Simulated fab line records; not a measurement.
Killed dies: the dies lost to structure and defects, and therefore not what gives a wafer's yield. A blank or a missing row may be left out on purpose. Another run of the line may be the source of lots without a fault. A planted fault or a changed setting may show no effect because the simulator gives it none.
fab line records	flow nand-harc
record lots=14	wafers=42	last-day=34
route steps=1302 shown P_GATE@169 A_BONDPAD@1226 HYBRID_BOND@1237 END@1302
lots that met no fault: taken from a fault-free run of the same line
start-h: hours from the record's opening day to when the first of the lot's shown wafers began	wait-h: how many hours have passed since the lot's step before this one	" as in the row above	L1.1+2: one row covering several wafers at once	- no value present, or no start provided	* or withheld: withheld	< > ~ a bound
route shown NAME@n: a module of which the file shows steps, and the number in the route of the first	usual: mean/standard deviation of fault-free wafers	same: alike in all rows	chamber/n: place in a boat	sites: readings site by site	_std_site: their standard deviation	_edge_site: outer sites' mean less inner sites'	radius-mm: for every site, how far away it sits from the centre of the wafer	mask NAME#n: copy n	behind: the most recent tool/chamber to have shaped the wafer	hold: the reason the lot was held/the length of the hold in hours/how it ended	device: names the non-switching transistor (n, p or np)	end of line: the route-end tests of the same wafers	step lacking rows: just its recipe	killed: dies that structure and defects cost at the first sort, which is not the same as the wafer's yield	map: shows each die of a wafer: x if killed, . if not, _ if none is there
set.NAME: the run value of the setting; set.NAME@STEP: its run value at that earlier step	model.NAME: the simulator's own value behind a step, which no gauge read
one table for each step of the route and one row for each wafer, over a sample of lots
services: the hour from which a tool's chamber was out of use, counted from the record's first day as start-h (under 0 if before that day), plus the number of hours and why
## steps
# step NHARC_P_GATE_DEVELOP_45
# recipe time-s=70
lot.wafer	tool	chamber	start-h	wait-h
L311.3+4+5	litho-track-03	0	119	-
L312.2+3+5	litho-track-03	0	123	-
L313.1+2+5	litho-track-03	0	124	-
L314.2+4+6	litho-track-03	0	138	-
L317.1+2+4	litho-track-05	0	165	-
L318.1+2+4	litho-track-03	0	187	-
L319.1+5+6	litho-track-03	0	195	-
L321.1+3+5	litho-track-02	0	200	-
L320.1+3+4	litho-track-05	0	200	-
L322.3+4+5	litho-track-02	0	216	-
L323.1+5+6	litho-track-05	0	225	-
L325.1+4+6	litho-track-05	0	252	-
L332.3+4+6	litho-track-05	0	321	-
L334.1+2+5	litho-track-05	0	335	-
# step NHARC_A_BONDPAD_PRE_CLEAN_26
# recipe time-s=30	temp-c=280	gas=H2/He
# usual heater-power-w=416/42
lot.wafer	tool	chamber	start-h	wait-h	heater-power-w
L312.2	pvd-sputter-01	-	-	-	386
L312.3	"	-	"	"	341
L312.5	"	-	"	"	421
L313.2	pvd-sputter-02	-	-	-	409
L313.1	"	-	"	"	439
L313.5	"	-	"	"	416
L311.4	pvd-sputter-02	-	-	-	397
L311.3	"	-	"	"	382
L311.5	"	-	"	"	463
L314.2	pvd-sputter-02	-	-	-	466
L314.4	"	-	"	"	403
L314.6	"	-	"	"	450
L317.4	pvd-sputter-01	-	-	-	390
L317.1	"	-	"	"	343
L317.2	"	-	"	"	417
L321.3	pvd-sputter-03	-	-	-	493
L321.1	"	-	"	"	409
L321.5	"	-	"	"	426
L319.1	pvd-sputter-01	-	-	-	410
L319.5	"	-	"	"	371
L319.6	"	-	"	"	353
L318.1	pvd-sputter-01	-	-	-	447
L318.2	"	-	"	"	348
L318.4	"	-	"	"	402
L320.3	pvd-sputter-03	-	-	-	492
L320.4	"	-	"	"	422
L320.1	"	-	"	"	427
L322.3	pvd-sputter-03	-	-	-	392
L322.4	"	-	"	"	444
L322.5	"	-	"	"	411
L323.1	pvd-sputter-01	-	-	-	414
L323.6	"	-	"	"	400
L323.5	"	-	"	"	446
L325.1	pvd-sputter-03	-	-	-	412
L325.4	"	-	"	"	492
L325.6	"	-	"	"	376
# step NHARC_A_BONDPAD_PVD_17
# recipe target-thk-a=50	bias-v=168.6	power-w=15000	chamber-pressure-pa=0.12	time-s=8.06	substrate-temp-c=50	material=TaN
# usual cathode-dc-power-W=15000/2.8	throttle-valve-pct=29.3/1.1
lot.wafer	tool	chamber	start-h	wait-h	cathode-dc-power-W	throttle-valve-pct
L312.3	pvd-sputter-01	-	-	-	15002	29.6
L312.2	"	-	"	"	15000	30.5
L312.5	"	-	"	"	14994	29.3
L313.1	pvd-sputter-02	-	-	-	15000	28.0
L313.2	"	-	"	"	15003	30.8
L313.5	"	-	"	"	14999	29.5
L311.4	pvd-sputter-02	-	-	-	14998	29.0
L311.3	"	-	"	"	14994	31.2
L311.5	"	-	"	"	15004	29.1
L314.2	pvd-sputter-02	-	-	-	15000	27.7
L314.4	"	-	"	"	14993	31.2
L314.6	"	-	"	"	15004	29.3
L317.2	pvd-sputter-01	-	-	-	14999	29.7
L317.1	"	-	"	"	15001	29.8
L317.4	"	-	"	"	15003	30.9
L321.1	pvd-sputter-03	-	-	-	14998	28.7
L321.3	"	-	"	"	14997	28.7
L321.5	"	-	"	"	15002	27.9
L319.1	pvd-sputter-01	-	-	-	15002	31.3
L319.6	"	-	"	"	14997	31.2
L319.5	"	-	"	"	15002	29.3
L318.1	pvd-sputter-01	-	-	-	14996	28.4
L318.4	"	-	"	"	14999	29.7
L318.2	"	-	"	"	14995	29.5
L320.4	pvd-sputter-03	-	-	-	15001	28.8
L320.1	"	-	"	"	15000	28.0
L320.3	"	-	"	"	15000	28.9
L322.4	pvd-sputter-03	-	-	-	15007	28.2
L322.3	"	-	"	"	15000	28.0
L322.5	"	-	"	"	14994	28.9
L323.1	pvd-sputter-01	-	-	-	15003	31.1
L323.5	"	-	"	"	15001	29.8
L323.6	"	-	"	"	15000	31.1
L325.4	pvd-sputter-03	-	-	-	15000	28.2
L325.1	"	-	"	"	14997	28.5
L325.6	"	-	"	"	15003	28.9
# step NHARC_HYBRID_BOND_ACTIVATE_00
# recipe time-s=60	n2-flow-sccm=200	ar-flow-sccm=0	bias-power-w=0	chemistry=N2
# usual drypump-motor-current-A=5.7/0.34	oes-product-au=0.999/0.012	rf-vpp-V=64.2/1	showerhead-plenum-p-Torr=1.77/0.043
# same bias-power-w=0
lot.wafer	tool	chamber	start-h	wait-h	drypump-motor-current-A	oes-product-au	rf-hours-counter-h	rf-vpp-V	showerhead-plenum-p-Torr
L312.2	rie-diel-11	1	547.69	0.1	5.1	0.996	30	64.0	1.74
L312.3	"	2	"	"	5.4	1.001	33	63.4	1.81
L312.5	"	1	"	"	5.1	0.999	-	62.9	1.74
L313.2	rie-diel-10	3	549.62	0.1	6.1	1.000	11	62.6	1.82
L313.1	"	2	"	"	5.6	1.012	11	64.6	1.78
L313.5	"	0	"	"	5.6	0.981	-	63.7	1.71
L311.4	rie-diel-10	2	552.23	0.1	5.6	0.993	12	63.6	1.78
L311.3	"	3	"	"	6.2	0.984	11	64.0	1.82
L311.5	"	3	"	"	6.1	0.995	-	63.9	1.82
L314.4	rie-diel-10	2	554.69	0.1	5.6	1.005	12	65.4	1.78
L314.2	"	3	"	"	6.1	1.002	11	65.2	1.82
L314.6	"	2	"	"	5.6	0.998	-	64.2	1.78
L317.1	rie-diel-10	0	569.59	0.1	5.5	0.987	15	64.9	1.71
L317.2	"	1	"	"	5.6	0.996	14	62.5	1.80
L317.4	"	3	"	"	6.2	0.986	-	64.6	1.82
L321.1	rie-diel-10	2	614.61	0.1	5.6	0.996	1	65.0	1.77
L321.3	"	3	"	"	6.1	1.003	1	65.9	1.82
L321.5	"	1	"	"	5.6	1.013	-	65.4	1.80
L319.1	rie-diel-10	2	623.08	0.1	5.6	1.000	2	62.6	1.78
L319.6	"	2	"	"	5.6	0.986	-	64.1	1.78
L319.5	"	3	"	"	6.2	1.003	-	64.2	1.82
L318.1	rie-diel-08	2	627.48	0.1	5.6	1.010	27	63.1	1.71
L318.2	"	3	"	"	5.8	0.999	27	63.3	1.72
L318.4	"	0	"	"	5.4	1.018	28	65.3	1.77
L320.3	rie-diel-10	2	628.07	0.1	5.6	1.014	2	63.1	1.78
L320.1	"	3	"	"	6.1	1.006	2	65.6	1.82
L320.4	"	0	"	"	5.6	1.002	2	64.4	1.71
L322.4	rie-diel-10	0	642.44	0.1	5.5	0.984	3	61.5	1.71
L322.3	"	1	"	"	5.6	1.008	3	65.1	1.79
L322.5	"	2	"	"	5.6	0.996	-	63.7	1.77
L323.1	rie-diel-10	0	647.51	0.1	5.6	0.987	3	62.2	1.71
L323.5	"	1	"	"	5.6	0.999	-	65.6	1.79
L323.6	"	2	"	"	5.6	1.006	-	65.9	1.77
L325.1	rie-diel-10	3	664.28	0.1	6.2	1.002	5	64.2	1.82
L325.4	"	1	"	"	5.6	0.994	5	64.0	1.79
L325.6	"	0	"	"	5.6	0.974	-	62.1	1.71
# step NHARC_END_SORT_01
# recipe temp-c=25
# usual killed-at-array=41/10	killed-at-other=0.8/0.91	killed-at-periphery=4.2/2.9	killed-dies=46/10	killed-open=3.5/2.1	killed-short=2.5/1.6
# same gross-dies=677
lot.wafer	tool	chamber	start-h	wait-h	killed-at-array	killed-at-other	killed-at-periphery	killed-dies	killed-open	killed-short
L334.1	prober-02	0	792.30	2.5	41	0	636	677	2	0
L334.2	prober-02	0	793.09	2.8	41	0	636	677	2	2
L334.5	prober-02	0	795.45	3.6	33	1	643	677	8	1
L332.3	prober-01	0	804.68	3.1	37	0	640	677	2	1
L332.4	prober-01	0	805.47	3.4	38	2	637	677	2	3
L332.6	prober-01	0	807.06	4.0	40	1	636	677	2	2
# killed by level:class
L334.1 P_GATE:area-develop=634 A_SLIT:chamber-film-flake=15 A_CHANNEL_HOLE_D2:chamber-film-flake=12 A_CONTACT:chamber-film-flake=5 A_STAIRCASE:chamber-film-flake=4 A_WL_FILL:chamber-film-flake=3 P_CONTACT:geometric-particle:open=1 P_M0:geometric-particle:open=1
L334.2 P_GATE:area-develop=632 A_CHANNEL_HOLE_D2:chamber-film-flake=15 A_SLIT:chamber-film-flake=14 A_CONTACT:chamber-film-flake=5 P_CONTACT:chamber-film-flake=2 A_STAIRCASE:chamber-film-flake=2 A_WL_FILL:chamber-film-flake=2 P_CONTACT:geometric-particle:short=1
L334.5 P_GATE:area-develop=638 A_SLIT:chamber-film-flake=11 A_CHANNEL_HOLE_D2:chamber-film-flake=6 A_CONTACT:chamber-film-flake=6 A_STAIRCASE:chamber-film-flake=4 P_GATE:geometric-particle:open=2 A_SGD_CUT:geometric-particle:open=2 P_GATE:chamber-film-flake=1
L332.3 P_GATE:area-develop=633 A_SLIT:chamber-film-flake=15 A_CONTACT:chamber-film-flake=11 A_CHANNEL_HOLE_D1:chamber-film-flake=5 P_CONTACT:chamber-film-flake=4 P_ZERO_WELL:chamber-film-flake=2 A_WL_FILL:chamber-film-flake=2 P_CONTACT:geometric-particle:open=1
L332.4 P_GATE:area-develop=628 A_SLIT:chamber-film-flake=13 A_CONTACT:chamber-film-flake=10 A_CHANNEL_HOLE_D1:chamber-film-flake=6 P_CONTACT:chamber-film-flake=5 P_ZERO_WELL:chamber-film-flake=3 A_WL_FILL:chamber-film-flake=3 THIN_TSV:chamber-film-flake=2
L332.6 P_GATE:area-develop=626 A_SLIT:chamber-film-flake=14 A_CONTACT:chamber-film-flake=12 P_CONTACT:chamber-film-flake=6 A_STAIRCASE:chamber-film-flake=3 A_CHANNEL_HOLE_D1:chamber-film-flake=2 A_WL_FILL:chamber-film-flake=2 A_M1:chamber-film-flake=2
## services
tool	chamber	start-h	hours	kind
pvd-sputter-01	-	97.74	2.4	repair
litho-track-03	-	100.00	7.0	pm
pvd-sputter-02	-	104.01	10.0	pm
rie-diel-10	3	154.49	8.0	repair
pvd-sputter-03	-	170.00	10.0	pm
pvd-sputter-01	-	226.05	10.0	pm
rie-diel-10	0	237.59	4.2	repair
rie-diel-10	0	305.62	16.1	repair
pvd-sputter-03	-	319.87	3.3	repair
pvd-sputter-01	-	322.07	2.3	repair
pvd-sputter-03	-	348.00	10.0	pm
pvd-sputter-01	-	400.10	2.0	repair
pvd-sputter-01	-	404.05	10.0	pm
rie-diel-10	-	419.53	9.0	pm
rie-diel-10	2	499.61	4.9	repair
pvd-sputter-03	-	526.00	10.0	pm
rie-diel-10	-	538.25	0.7	repair
rie-diel-10	2	555.41	28.7	repair
pvd-sputter-03	-	561.61	0.8	repair
pvd-sputter-01	-	582.05	10.0	pm
rie-diel-10	-	596.53	9.0	pm
pvd-sputter-03	-	613.25	3.9	repair
pvd-sputter-01	-	613.37	1.2	repair
pvd-sputter-03	-	646.89	3.6	repair
## key
first-sign step=NHARC_END_SORT_01	reading=killed-at-periphery	direction=up	sigmas=99+	usual=4.2	struck=638
effect step=NHARC_END_SORT_01	reading=killed-dies	direction=up	sigmas=63	usual=46	struck=677
more-kills-born-at NHARC_P_GATE_DEVELOP_45@litho-track-05=3791
met-at NHARC_P_GATE_DEVELOP_45
struck-lots L332,L334
later-rows-left-out L332.3,L332.4,L332.6,L334.1,L334.2,L334.5
tester-left-out L332,L334
not-acting-at NHARC_A_BONDPAD_PRE_CLEAN_26,NHARC_A_BONDPAD_PVD_17,NHARC_HYBRID_BOND_ACTIVATE_00
onset-between 252 321
also-fits time
fault kind=process-parameter-drift	tool=litho-track-05	chamber=-	onset-h=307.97	steps=NHARC_P_GATE_DEVELOP_45	channel=time-s	offset=*	shape=step	end-h=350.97	acts-in=*	stated=*
# tester-left-out: of these lots the tester's yield and bins aren't shown, on N5 and GAA mostly nor the transistor test; their killed dies are dies lost to structure and defects alone, not to doping, threshold or leakage, so they don't give the yield
# later-rows-left-out: the simulator's readings of these wafers behind a module that went badly wrong aren't trusted and aren't shown, but for the sort
